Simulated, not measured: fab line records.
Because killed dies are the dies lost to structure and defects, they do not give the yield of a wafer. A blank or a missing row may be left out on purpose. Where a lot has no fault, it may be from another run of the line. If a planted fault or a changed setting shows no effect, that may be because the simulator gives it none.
fab line records :: flow nand-harc
[record]
  lots = 5
  wafers = 15
  last-day = 33
route steps=1302 shown P_GATE@155
lots that met no fault: taken from a fault-free run of the same line
start-h: start of the lot's first displayed wafer, in hours after the record's first day :: wait-h: time in hours since the lot's previous step :: " same as the row above :: L1.1+2: several wafers, shown together as one row :: - either no value or no given start :: * or withheld: withheld :: < > ~ a bound
route shown NAME@n: NAME is a module with steps in the file, n the number in the route of the first one :: usual: mean/standard deviation of fault-free wafers :: same: alike in all rows :: chamber/n: place in a boat :: sites: readings site by site :: _std_site: how widely they spread, as a standard deviation :: _edge_site: the outer-site mean with the inner-site mean subtracted :: radius-mm: how far each site lies from the wafer's centre :: mask NAME#n: copy n :: behind: the most recent tool/chamber to have shaped the wafer :: hold: the reason the lot was held/the length of the hold in hours/how it ended :: device: which transistor (n, p or np) failed to switch :: end of line: the same wafers' tests at the end of the route :: a step given without rows: its recipe and nothing more :: killed: count of dies lost to structure and defects at first sort (not the wafer's yield) :: map: dies across one wafer; x = killed, . = not, _ = none there
set.NAME: the run value of the setting; set.NAME@STEP: its run value at that earlier step :: model.NAME: the simulator's own value behind a step, which no gauge read
lots at selected steps of the route; one table per step, one row per wafer
services: from which hour (start-h, from the record's first day; less than 0 if before it) a tool's chamber was out of use, for how many hours, and why
[[steps]]
[step NHARC_P_GATE_ALD_36]
[recipe]
  target-thk-a = 200
  pulse-time-s = 60
  ald-cycles = 223
  temp-c = 400
  material = SiNx
[usual]
  heater-power-w = 803/80
  precursor-pulse-height-rel = 1.002/0.019
lot.wafer: L213.2
tool: ald-sin-03
chamber: 2
start-h: 114.37
wait-h: -
heater-power-w: 745
precursor-pulse-height-rel: 1.030

lot.wafer: L213.4
tool: ald-sin-03
chamber: 3
start-h: 115.43
wait-h: -
heater-power-w: 654
precursor-pulse-height-rel: 1.025

lot.wafer: L213.6
tool: ald-sin-03
chamber: 1
start-h: 117.55
wait-h: -
heater-power-w: 893
precursor-pulse-height-rel: 0.975

lot.wafer: L219.1
tool: ald-sin-03
chamber: 1
start-h: 174.55
wait-h: -
heater-power-w: 888
precursor-pulse-height-rel: 1.004

lot.wafer: L219.3
tool: ald-sin-03
chamber: 3
start-h: 176.69
wait-h: -
heater-power-w: 673
precursor-pulse-height-rel: 1.014

lot.wafer: L219.6
tool: ald-sin-03
chamber: 1
start-h: 178.83
wait-h: -
heater-power-w: 898
precursor-pulse-height-rel: 0.994

lot.wafer: L220.3
tool: ald-sin-02
chamber: 2
start-h: 186.31
wait-h: -
heater-power-w: 729
precursor-pulse-height-rel: 1.006

lot.wafer: L220.6
tool: ald-sin-02
chamber: 1
start-h: 189.45
wait-h: -
heater-power-w: 872
precursor-pulse-height-rel: 1.002

lot.wafer: L220.5
tool: ald-sin-02
chamber: 2
start-h: 190.50
wait-h: -
heater-power-w: 735
precursor-pulse-height-rel: 0.982

lot.wafer: L223.1
tool: ald-sin-02
chamber: 3
start-h: 205.85
wait-h: -
heater-power-w: 917
precursor-pulse-height-rel: 1.005

lot.wafer: L223.2
tool: ald-sin-02
chamber: 0
start-h: 206.88
wait-h: -
heater-power-w: 798
precursor-pulse-height-rel: 1.006

lot.wafer: L223.3
tool: ald-sin-02
chamber: 1
start-h: 207.92
wait-h: -
heater-power-w: 879
precursor-pulse-height-rel: 1.012

lot.wafer: L235.2
tool: ald-sin-04
chamber: 2
start-h: 330.21
wait-h: -
heater-power-w: 780
precursor-pulse-height-rel: 1.007

lot.wafer: L235.5
tool: ald-sin-04
chamber: 2
start-h: 334.35
wait-h: -
heater-power-w: 804
precursor-pulse-height-rel: 0.973

lot.wafer: L235.6
tool: ald-sin-04
chamber: 3
start-h: 335.38
wait-h: -
heater-power-w: 875
precursor-pulse-height-rel: 0.997
[step NHARC_P_GATE_ETCHBACK_37]
[recipe]
  target-depth-a = 345
  time-s = 17.2
  chf3-flow-sccm = 50
  o2-flow-sccm = 10
  ar-flow-sccm = 200
  rf-w = 500
  bias-w = 200
  chemistry = CHF3/O2
[usual]
  drypump-motor-current-A = 6.1/0.35
  oes-product-au = 0.938/0.027
  rf-vpp-V = 370.2/2.6
  showerhead-plenum-p-Torr = 2.38/0.11
  throttle-valve-pct = 20.573/0.0095
lot.wafer: L213.2
tool: rie-diel-12
chamber: 0
start-h: -
wait-h: -
drypump-motor-current-A: 5.9
oes-product-au: 1.013
rf-hours-counter-h: 1.9
rf-vpp-V: 372.7
showerhead-plenum-p-Torr: 2.54
throttle-valve-pct: 20.563

lot.wafer: L213.4
tool: rie-diel-12
chamber: 2
start-h: -
wait-h: -
drypump-motor-current-A: 6.6
oes-product-au: 1.007
rf-hours-counter-h: -
rf-vpp-V: 367.9
showerhead-plenum-p-Torr: 2.32
throttle-valve-pct: 20.572

lot.wafer: L213.6
tool: rie-diel-12
chamber: 0
start-h: -
wait-h: -
drypump-motor-current-A: 5.9
oes-product-au: 1.016
rf-hours-counter-h: -
rf-vpp-V: 373.5
showerhead-plenum-p-Torr: 2.54
throttle-valve-pct: 20.573

lot.wafer: L219.1
tool: rie-diel-06
chamber: 2
start-h: -
wait-h: -
drypump-motor-current-A: 5.8
oes-product-au: 0.943
rf-hours-counter-h: 1.7
rf-vpp-V: 365.9
showerhead-plenum-p-Torr: 2.28
throttle-valve-pct: 20.559

lot.wafer: L219.3
tool: rie-diel-06
chamber: 0
start-h: -
wait-h: -
drypump-motor-current-A: 5.9
oes-product-au: 0.942
rf-hours-counter-h: 2.1
rf-vpp-V: 368.1
showerhead-plenum-p-Torr: 2.27
throttle-valve-pct: 20.572

lot.wafer: L219.6
tool: rie-diel-06
chamber: 2
start-h: -
wait-h: -
drypump-motor-current-A: 5.8
oes-product-au: 0.934
rf-hours-counter-h: -
rf-vpp-V: 369.9
showerhead-plenum-p-Torr: 2.28
throttle-valve-pct: 20.576

lot.wafer: L220.3
tool: rie-diel-12
chamber: 0
start-h: -
wait-h: -
drypump-motor-current-A: 5.9
oes-product-au: 0.933
rf-hours-counter-h: 4.8
rf-vpp-V: 373.9
showerhead-plenum-p-Torr: 2.54
throttle-valve-pct: 20.576

lot.wafer: L220.6
tool: rie-diel-12
chamber: 2
start-h: -
wait-h: -
drypump-motor-current-A: 6.6
oes-product-au: 0.936
rf-hours-counter-h: -
rf-vpp-V: 368.4
showerhead-plenum-p-Torr: 2.32
throttle-valve-pct: 20.584

lot.wafer: L220.5
tool: rie-diel-12
chamber: 3
start-h: -
wait-h: -
drypump-motor-current-A: 6.5
oes-product-au: 0.927
rf-hours-counter-h: -
rf-vpp-V: 369.9
showerhead-plenum-p-Torr: 2.49
throttle-valve-pct: 20.575

lot.wafer: L223.2
tool: rie-diel-12
chamber: 3
start-h: -
wait-h: -
drypump-motor-current-A: 6.4
oes-product-au: 0.924
rf-hours-counter-h: 7.2
rf-vpp-V: 372.6
showerhead-plenum-p-Torr: 2.49
throttle-valve-pct: 20.583

lot.wafer: L223.3
tool: rie-diel-12
chamber: 1
start-h: -
wait-h: -
drypump-motor-current-A: 6.1
oes-product-au: 0.913
rf-hours-counter-h: 5.8
rf-vpp-V: 369.6
showerhead-plenum-p-Torr: 2.38
throttle-valve-pct: 20.556

lot.wafer: L223.1
tool: rie-diel-12
chamber: 2
start-h: -
wait-h: -
drypump-motor-current-A: 6.5
oes-product-au: 0.925
rf-hours-counter-h: 7.4
rf-vpp-V: 368.1
showerhead-plenum-p-Torr: 2.32
throttle-valve-pct: 20.586

lot.wafer: L235.2
tool: rie-diel-01
chamber: 1
start-h: -
wait-h: -
drypump-motor-current-A: 6.7
oes-product-au: 0.918
rf-hours-counter-h: 5.6
rf-vpp-V: 367.0
showerhead-plenum-p-Torr: 2.26
throttle-valve-pct: 20.562

lot.wafer: L235.5
tool: rie-diel-01
chamber: 1
start-h: -
wait-h: -
drypump-motor-current-A: 6.7
oes-product-au: 0.933
rf-hours-counter-h: -
rf-vpp-V: 366.1
showerhead-plenum-p-Torr: 2.26
throttle-valve-pct: 20.581

lot.wafer: L235.6
tool: rie-diel-01
chamber: 2
start-h: -
wait-h: -
drypump-motor-current-A: 5.9
oes-product-au: 0.916
rf-hours-counter-h: -
rf-vpp-V: 365.8
showerhead-plenum-p-Torr: 2.24
throttle-valve-pct: 20.579
[step NHARC_P_GATE_STRIP_101]
[recipe]
  time-s = 20
  o2-flow-sccm = 500
  ar-flow-sccm = 0
  bias-w = 0
  chemistry = O2
[usual]
  drypump-motor-current-A = 6.1/0.37
  oes-product-au = 0.998/0.0094
  rf-vpp-V = 57.8/0.86
  showerhead-plenum-p-Torr = 3.49/0.16
  throttle-valve-pct = 17.036/0.0093
lot.wafer: L213.2
tool: rie-diel-12
chamber: 2
start-h: 122.96
wait-h: 0.1
drypump-motor-current-A: 6.5
oes-product-au: 1.008
rf-hours-counter-h: 2.5
rf-vpp-V: 57.8
showerhead-plenum-p-Torr: 3.41
throttle-valve-pct: 17.036

lot.wafer: L213.4
tool: rie-diel-12
chamber: 2
start-h: 122.96
wait-h: 0.1
drypump-motor-current-A: 6.5
oes-product-au: 1.002
rf-hours-counter-h: -
rf-vpp-V: 56.6
showerhead-plenum-p-Torr: 3.41
throttle-valve-pct: 17.024

lot.wafer: L213.6
tool: rie-diel-12
chamber: 0
start-h: 122.96
wait-h: 0.1
drypump-motor-current-A: 5.9
oes-product-au: 1.006
rf-hours-counter-h: -
rf-vpp-V: 58.0
showerhead-plenum-p-Torr: 3.73
throttle-valve-pct: 17.044

lot.wafer: L219.1
tool: rie-diel-06
chamber: 2
start-h: 183.17
wait-h: 0.1
drypump-motor-current-A: 5.8
oes-product-au: 0.988
rf-hours-counter-h: 1.7
rf-vpp-V: 57.3
showerhead-plenum-p-Torr: 3.35
throttle-valve-pct: 17.008

lot.wafer: L219.3
tool: rie-diel-06
chamber: 1
start-h: 183.17
wait-h: 0.1
drypump-motor-current-A: 5.7
oes-product-au: 0.993
rf-hours-counter-h: 1.8
rf-vpp-V: 57.8
showerhead-plenum-p-Torr: 3.31
throttle-valve-pct: 17.039

lot.wafer: L219.6
tool: rie-diel-06
chamber: 3
start-h: 183.17
wait-h: 0.1
drypump-motor-current-A: 5.5
oes-product-au: 1.001
rf-hours-counter-h: -
rf-vpp-V: 57.0
showerhead-plenum-p-Torr: 3.34
throttle-valve-pct: 17.017

lot.wafer: L220.3
tool: rie-diel-12
chamber: 3
start-h: 194.82
wait-h: 0.1
drypump-motor-current-A: 6.4
oes-product-au: 1.000
rf-hours-counter-h: 6.2
rf-vpp-V: 57.1
showerhead-plenum-p-Torr: 3.66
throttle-valve-pct: 17.035

lot.wafer: L220.5
tool: rie-diel-12
chamber: 2
start-h: 194.82
wait-h: 0.1
drypump-motor-current-A: 6.6
oes-product-au: 1.007
rf-hours-counter-h: -
rf-vpp-V: 56.4
showerhead-plenum-p-Torr: 3.41
throttle-valve-pct: 17.046

lot.wafer: L220.6
tool: rie-diel-12
chamber: 3
start-h: 194.82
wait-h: 0.1
drypump-motor-current-A: 6.4
oes-product-au: 0.991
rf-hours-counter-h: -
rf-vpp-V: 55.9
showerhead-plenum-p-Torr: 3.66
throttle-valve-pct: 17.024

lot.wafer: L223.3
tool: rie-diel-12
chamber: 3
start-h: 214.30
wait-h: 0.1
drypump-motor-current-A: 6.5
oes-product-au: 1.000
rf-hours-counter-h: 7.2
rf-vpp-V: 57.8
showerhead-plenum-p-Torr: 3.66
throttle-valve-pct: 17.045

lot.wafer: L223.2
tool: rie-diel-12
chamber: 1
start-h: 214.30
wait-h: 0.1
drypump-motor-current-A: 6.1
oes-product-au: 1.001
rf-hours-counter-h: 5.8
rf-vpp-V: 57.3
showerhead-plenum-p-Torr: 3.50
throttle-valve-pct: 17.026

lot.wafer: L223.1
tool: rie-diel-12
chamber: 2
start-h: 214.30
wait-h: 0.1
drypump-motor-current-A: 6.5
oes-product-au: 0.998
rf-hours-counter-h: 7.4
rf-vpp-V: 58.0
showerhead-plenum-p-Torr: 3.41
throttle-valve-pct: 17.018

lot.wafer: L235.2
tool: rie-diel-01
chamber: 1
start-h: 339.70
wait-h: 0.1
drypump-motor-current-A: 6.7
oes-product-au: 0.992
rf-hours-counter-h: 5.6
rf-vpp-V: 58.6
showerhead-plenum-p-Torr: 3.32
throttle-valve-pct: 17.034

lot.wafer: L235.5
tool: rie-diel-01
chamber: 2
start-h: 339.70
wait-h: 0.1
drypump-motor-current-A: 5.9
oes-product-au: 0.988
rf-hours-counter-h: -
rf-vpp-V: 57.5
showerhead-plenum-p-Torr: 3.30
throttle-valve-pct: 17.060

lot.wafer: L235.6
tool: rie-diel-01
chamber: 3
start-h: 339.70
wait-h: 0.1
drypump-motor-current-A: 5.6
oes-product-au: 0.987
rf-hours-counter-h: -
rf-vpp-V: 57.3
showerhead-plenum-p-Torr: 3.74
throttle-valve-pct: 17.036
[step NHARC_P_GATE_PRECLEAN_97]
[recipe]
  time-s = 600
  temp-c = 120
  chemistry = SPM
[step NHARC_P_GATE_SRD_98]
[step NHARC_P_GATE_PRECLEAN_99]
[recipe]
  time-s = *
  temp-c = 50
  bath-age-min = 0
  chemistry = SC1
[step NHARC_P_GATE_SRD_100]
[step NHARC_P_GATE_DEHYDRATE_38]
[recipe]
  temp-c = 150
  time-s = 120
[step NHARC_P_GATE_HMDS_39]
[recipe]
  time-s = 30
[step NHARC_P_GATE_COAT_40]
[recipe]
  spin-rpm = 3000
[step NHARC_P_GATE_SOFTBAKE_41]
[recipe]
  temp-c = 122
  time-s = 95
[step NHARC_P_GATE_EBR_42]
[step NHARC_P_GATE_EXPOSE_43]
[recipe]
  na = 0.6
  target-cd-nm = 720
  dose-mj = 14.81
  mask-id = P_NSD
[usual]
  exposure-dose-mJ-cm2 = 14.806/0.015
  reticle-temp-C = 23.02/0.11
lot.wafer: L213.2
tool: krf-scanner-02
chamber: 0
start-h: 123.74
wait-h: -
mask: P_NSD#0
exposure-dose-mJ-cm2: 14.799
reticle-temp-C: 22.86

lot.wafer: L213.4
tool: krf-scanner-02
chamber: 0
start-h: 123.74
wait-h: -
mask: P_NSD#0
exposure-dose-mJ-cm2: 14.791
reticle-temp-C: 23.02

lot.wafer: L213.6
tool: krf-scanner-02
chamber: 0
start-h: 123.74
wait-h: -
mask: P_NSD#0
exposure-dose-mJ-cm2: 14.796
reticle-temp-C: 22.93

lot.wafer: L219.1
tool: krf-scanner-01
chamber: 0
start-h: 183.93
wait-h: -
mask: P_NSD_R1#0
exposure-dose-mJ-cm2: 14.816
reticle-temp-C: 23.13

lot.wafer: L219.3
tool: krf-scanner-01
chamber: 0
start-h: 183.93
wait-h: -
mask: P_NSD_R1#0
exposure-dose-mJ-cm2: 14.815
reticle-temp-C: 23.21

lot.wafer: L219.6
tool: krf-scanner-01
chamber: 0
start-h: 183.93
wait-h: -
mask: P_NSD_R1#0
exposure-dose-mJ-cm2: 14.835
reticle-temp-C: 23.15

lot.wafer: L220.3
tool: krf-scanner-01
chamber: 0
start-h: 195.47
wait-h: -
mask: P_NSD#0
exposure-dose-mJ-cm2: 14.822
reticle-temp-C: 23.11

lot.wafer: L220.5
tool: krf-scanner-01
chamber: 0
start-h: 195.47
wait-h: -
mask: P_NSD#0
exposure-dose-mJ-cm2: 14.814
reticle-temp-C: 23.04

lot.wafer: L220.6
tool: krf-scanner-01
chamber: 0
start-h: 195.47
wait-h: -
mask: P_NSD#0
exposure-dose-mJ-cm2: 14.798
reticle-temp-C: 22.96

lot.wafer: L223.1
tool: krf-scanner-03
chamber: 0
start-h: 214.93
wait-h: -
mask: P_NSD#0
exposure-dose-mJ-cm2: 14.790
reticle-temp-C: 23.02

lot.wafer: L223.2
tool: krf-scanner-03
chamber: 0
start-h: 214.93
wait-h: -
mask: P_NSD#0
exposure-dose-mJ-cm2: 14.804
reticle-temp-C: 23.04

lot.wafer: L223.3
tool: krf-scanner-03
chamber: 0
start-h: 214.93
wait-h: -
mask: P_NSD#0
exposure-dose-mJ-cm2: 14.792
reticle-temp-C: 22.93

lot.wafer: L235.2
tool: krf-scanner-02
chamber: 0
start-h: 340.34
wait-h: -
mask: P_NSD#0
exposure-dose-mJ-cm2: 14.815
reticle-temp-C: 22.95

lot.wafer: L235.5
tool: krf-scanner-02
chamber: 0
start-h: 340.34
wait-h: -
mask: P_NSD#0
exposure-dose-mJ-cm2: 14.808
reticle-temp-C: 22.94

lot.wafer: L235.6
tool: krf-scanner-02
chamber: 0
start-h: 340.34
wait-h: -
mask: P_NSD#0
exposure-dose-mJ-cm2: 14.788
reticle-temp-C: 22.94
[step NHARC_P_GATE_PEB_44]
[recipe]
  peb-temp-c = 118
  peb-time-s = 85
[step NHARC_P_GATE_DEVELOP_45]
[recipe]
  time-s = 70
[step NHARC_P_GATE_CD_MEAS_46]
[recipe]
  target-cd-nm = 720
  landing-energy-ev = 500
[usual]
  cd-nm = 719.2/1.7
lot.wafer: L213.2
tool: cd-sem-03
chamber: 0
start-h: 123.89
wait-h: -
cd-nm: 720.1

lot.wafer: L213.4
tool: cd-sem-03
chamber: 0
start-h: 123.89
wait-h: -
cd-nm: 720.1

lot.wafer: L213.6
tool: cd-sem-03
chamber: 0
start-h: 123.89
wait-h: -
cd-nm: 719.4

lot.wafer: L219.1
tool: cd-sem-03
chamber: 0
start-h: 184.09
wait-h: -
cd-nm: 628.5

lot.wafer: L219.3
tool: cd-sem-03
chamber: 0
start-h: 184.09
wait-h: -
cd-nm: 626.4

lot.wafer: L219.6
tool: cd-sem-03
chamber: 0
start-h: 184.09
wait-h: -
cd-nm: 628.2

lot.wafer: L220.3
tool: cd-sem-01
chamber: 0
start-h: 195.62
wait-h: -
cd-nm: 719.9

lot.wafer: L220.5
tool: cd-sem-01
chamber: 0
start-h: 195.62
wait-h: -
cd-nm: 717.3

lot.wafer: L220.6
tool: cd-sem-01
chamber: 0
start-h: 195.62
wait-h: -
cd-nm: 719.3

lot.wafer: L223.1
tool: cd-sem-03
chamber: 0
start-h: 215.09
wait-h: -
cd-nm: 718.7

lot.wafer: L223.2
tool: cd-sem-03
chamber: 0
start-h: 215.09
wait-h: -
cd-nm: 720.7

lot.wafer: L223.3
tool: cd-sem-03
chamber: 0
start-h: 215.09
wait-h: -
cd-nm: 719.1

lot.wafer: L235.2
tool: cd-sem-02
chamber: 0
start-h: 340.49
wait-h: -
cd-nm: 718.1

lot.wafer: L235.5
tool: cd-sem-02
chamber: 0
start-h: 340.49
wait-h: -
cd-nm: 718.9

lot.wafer: L235.6
tool: cd-sem-02
chamber: 0
start-h: 340.49
wait-h: -
cd-nm: 717.7
[step NHARC_P_GATE_HARDBAKE_47]
[recipe]
  temp-c = 125
  time-s = 80
[step NHARC_P_GATE_DESCUM_48]
[recipe]
  time-s = 3
  o2-flow-sccm = 200
  ar-flow-sccm = 0
  bias-power-w = 0
  chemistry = O2
[usual]
  drypump-motor-current-A = 6.0/0.37
  oes-product-au = 1.001/0.0097
  rf-vpp-V = 57.6/0.93
  showerhead-plenum-p-Torr = 1.87/0.096
  throttle-valve-pct = 11.312/0.0093
lot.wafer: L213.2
tool: rie-diel-06
chamber: 2
start-h: 124.05
wait-h: -
drypump-motor-current-A: 5.8
oes-product-au: 0.972
rf-hours-counter-h: 9.8
rf-vpp-V: 56.9
showerhead-plenum-p-Torr: 1.81
throttle-valve-pct: 11.298
model.P_GATE.cd-nm: 720.8

lot.wafer: L213.4
tool: rie-diel-06
chamber: 0
start-h: 124.05
wait-h: -
drypump-motor-current-A: 5.9
oes-product-au: 1.014
rf-hours-counter-h: 9.0
rf-vpp-V: 57.1
showerhead-plenum-p-Torr: 1.81
throttle-valve-pct: 11.305
model.P_GATE.cd-nm: 720.5

lot.wafer: L213.6
tool: rie-diel-06
chamber: 2
start-h: 124.05
wait-h: -
drypump-motor-current-A: 5.8
oes-product-au: 0.972
rf-hours-counter-h: -
rf-vpp-V: 57.2
showerhead-plenum-p-Torr: 1.81
throttle-valve-pct: 11.299
model.P_GATE.cd-nm: 719.3

lot.wafer: L219.3
tool: rie-diel-12
chamber: 1
start-h: 184.26
wait-h: -
drypump-motor-current-A: 6.0
oes-product-au: 1.010
rf-hours-counter-h: 4.6
rf-vpp-V: 57.0
showerhead-plenum-p-Torr: 1.90
throttle-valve-pct: 11.321
model.P_GATE.cd-nm: 625.8

lot.wafer: L219.1
tool: rie-diel-12
chamber: 2
start-h: 184.26
wait-h: -
drypump-motor-current-A: 6.6
oes-product-au: 0.995
rf-hours-counter-h: 6.1
rf-vpp-V: 56.5
showerhead-plenum-p-Torr: 1.85
throttle-valve-pct: 11.317
model.P_GATE.cd-nm: 628.5

lot.wafer: L219.6
tool: rie-diel-12
chamber: 1
start-h: 184.26
wait-h: -
drypump-motor-current-A: 6.0
oes-product-au: 1.004
rf-hours-counter-h: -
rf-vpp-V: 56.6
showerhead-plenum-p-Torr: 1.90
throttle-valve-pct: 11.290
model.P_GATE.cd-nm: 627.6

lot.wafer: L220.3
tool: rie-diel-12
chamber: 3
start-h: 195.77
wait-h: -
drypump-motor-current-A: 6.4
oes-product-au: 0.999
rf-hours-counter-h: 6.2
rf-vpp-V: 57.9
showerhead-plenum-p-Torr: 1.99
throttle-valve-pct: 11.322
model.P_GATE.cd-nm: 719.6

lot.wafer: L220.6
tool: rie-diel-12
chamber: 3
start-h: 195.77
wait-h: -
drypump-motor-current-A: 6.4
oes-product-au: 1.002
rf-hours-counter-h: -
rf-vpp-V: 56.3
showerhead-plenum-p-Torr: 1.99
throttle-valve-pct: 11.307
model.P_GATE.cd-nm: 718.7

lot.wafer: L220.5
tool: rie-diel-12
chamber: 0
start-h: 195.77
wait-h: -
drypump-motor-current-A: 5.9
oes-product-au: 1.014
rf-hours-counter-h: -
rf-vpp-V: 58.0
showerhead-plenum-p-Torr: 2.03
throttle-valve-pct: 11.326
model.P_GATE.cd-nm: 717

lot.wafer: L223.2
tool: rie-diel-01
chamber: 2
start-h: 215.26
wait-h: -
drypump-motor-current-A: 5.9
oes-product-au: 0.990
rf-hours-counter-h: 0
rf-vpp-V: 57.2
showerhead-plenum-p-Torr: 1.78
throttle-valve-pct: 11.315
model.P_GATE.cd-nm: 721.1

lot.wafer: L223.3
tool: rie-diel-01
chamber: 3
start-h: 215.26
wait-h: -
drypump-motor-current-A: 5.6
oes-product-au: 0.989
rf-hours-counter-h: 0
rf-vpp-V: 56.7
showerhead-plenum-p-Torr: 2.04
throttle-valve-pct: 11.308
model.P_GATE.cd-nm: 719.3

lot.wafer: L223.1
tool: rie-diel-01
chamber: 0
start-h: 215.26
wait-h: -
drypump-motor-current-A: 5.7
oes-product-au: 1.013
rf-hours-counter-h: 0
rf-vpp-V: 57.6
showerhead-plenum-p-Torr: 1.83
throttle-valve-pct: 11.321
model.P_GATE.cd-nm: 719.1

lot.wafer: L235.2
tool: rie-diel-12
chamber: 1
start-h: 340.64
wait-h: -
drypump-motor-current-A: 6.1
oes-product-au: 0.992
rf-hours-counter-h: 4.5
rf-vpp-V: 58.3
showerhead-plenum-p-Torr: 1.89
throttle-valve-pct: 11.293
model.P_GATE.cd-nm: 717.4

lot.wafer: L235.5
tool: rie-diel-12
chamber: 2
start-h: 340.64
wait-h: -
drypump-motor-current-A: 6.6
oes-product-au: 1.018
rf-hours-counter-h: -
rf-vpp-V: 58.5
showerhead-plenum-p-Torr: 1.84
throttle-valve-pct: 11.306
model.P_GATE.cd-nm: 718.8

lot.wafer: L235.6
tool: rie-diel-12
chamber: 0
start-h: 340.64
wait-h: -
drypump-motor-current-A: 5.9
oes-product-au: 1.007
rf-hours-counter-h: -
rf-vpp-V: 57.9
showerhead-plenum-p-Torr: 2.03
throttle-valve-pct: 11.312
model.P_GATE.cd-nm: 717.2
[step NHARC_P_GATE_IMPLANT_49]
[recipe]
  energy-kev = 30
  dose-cm2 = 3e+15
  tilt-deg = 7
[[services]]
tool: rie-diel-12
chamber: -
start-h: 91.42
hours: 9.0
kind: pm

tool: krf-scanner-02
chamber: -
start-h: 94.00
hours: 4.0
kind: pm

tool: rie-diel-01
chamber: 2
start-h: 101.90
hours: 10.0
kind: repair

tool: rie-diel-12
chamber: -
start-h: 103.63
hours: 0.5
kind: repair

tool: rie-diel-01
chamber: 2
start-h: 114.98
hours: 3.0
kind: repair

tool: rie-diel-12
chamber: 3
start-h: 121.60
hours: 6.9
kind: repair

tool: ald-sin-02
chamber: -
start-h: 127.55
hours: 10.0
kind: pm

tool: krf-scanner-01
chamber: -
start-h: 127.57
hours: 1.5
kind: repair

tool: rie-diel-06
chamber: -
start-h: 130.20
hours: 9.0
kind: pm

tool: krf-scanner-02
chamber: -
start-h: 134.42
hours: 0.2
kind: repair

tool: rie-diel-01
chamber: 2
start-h: 138.35
hours: 6.4
kind: repair

tool: rie-diel-06
chamber: 1
start-h: 150.16
hours: 4.8
kind: repair

tool: rie-diel-01
chamber: -
start-h: 169.46
hours: 1.3
kind: repair

tool: rie-diel-06
chamber: 2
start-h: 203.48
hours: 2.3
kind: repair

tool: rie-diel-01
chamber: -
start-h: 203.80
hours: 9.0
kind: pm

tool: rie-diel-06
chamber: 3
start-h: 227.20
hours: 5.2
kind: repair

tool: rie-diel-01
chamber: 2
start-h: 231.36
hours: 18.8
kind: repair

tool: rie-diel-01
chamber: -
start-h: 239.27
hours: 0.7
kind: repair

tool: rie-diel-01
chamber: 1
start-h: 240.66
hours: 5.5
kind: repair

tool: rie-diel-01
chamber: -
start-h: 254.04
hours: 0.7
kind: repair

tool: rie-diel-12
chamber: -
start-h: 268.42
hours: 9.0
kind: pm

tool: rie-diel-01
chamber: 3
start-h: 270.46
hours: 5.8
kind: repair

tool: rie-diel-12
chamber: 2
start-h: 296.80
hours: 3.3
kind: repair

tool: rie-diel-06
chamber: -
start-h: 307.20
hours: 9.0
kind: pm
[[key]]
[first-sign]
  step = NHARC_P_GATE_EXPOSE_43
  reading = mask
  direction = changed
[effect]
  step = NHARC_P_GATE_CD_MEAS_46
  reading = cd-nm
  direction = down
  sigmas = 54
  usual = 719.2
  struck = 627.7
[model-effect]
  step = NHARC_P_GATE_DESCUM_48
  value = P_GATE.cd-nm
  without = 717.5
  struck = 627.3
met-at NHARC_P_GATE_EXPOSE_43
struck-wafers L219.1,L219.3,L219.6
sort-left-out L219.1,L219.3,L219.6
tester-left-out L219
[fault]
  kind = wrong-mask
  tool = any
  chamber = -
  onset-h = 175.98
  steps = NHARC_P_GATE_EXPOSE_43
  aux-copy = P_NSD_R1#0
  cd-offset-nm = -90.141
  scope = struck-lots-only
// tester-left-out: of these lots the tester's yield and bins aren't shown, on N5 and GAA mostly nor the transistor test; their killed dies are dies lost to structure and defects alone, not to doping, threshold or leakage, so they don't give the yield
// sort-left-out: the simulated sort isn't trusted on such a fault, so these wafers' sort isn't shown, and their yield isn't known
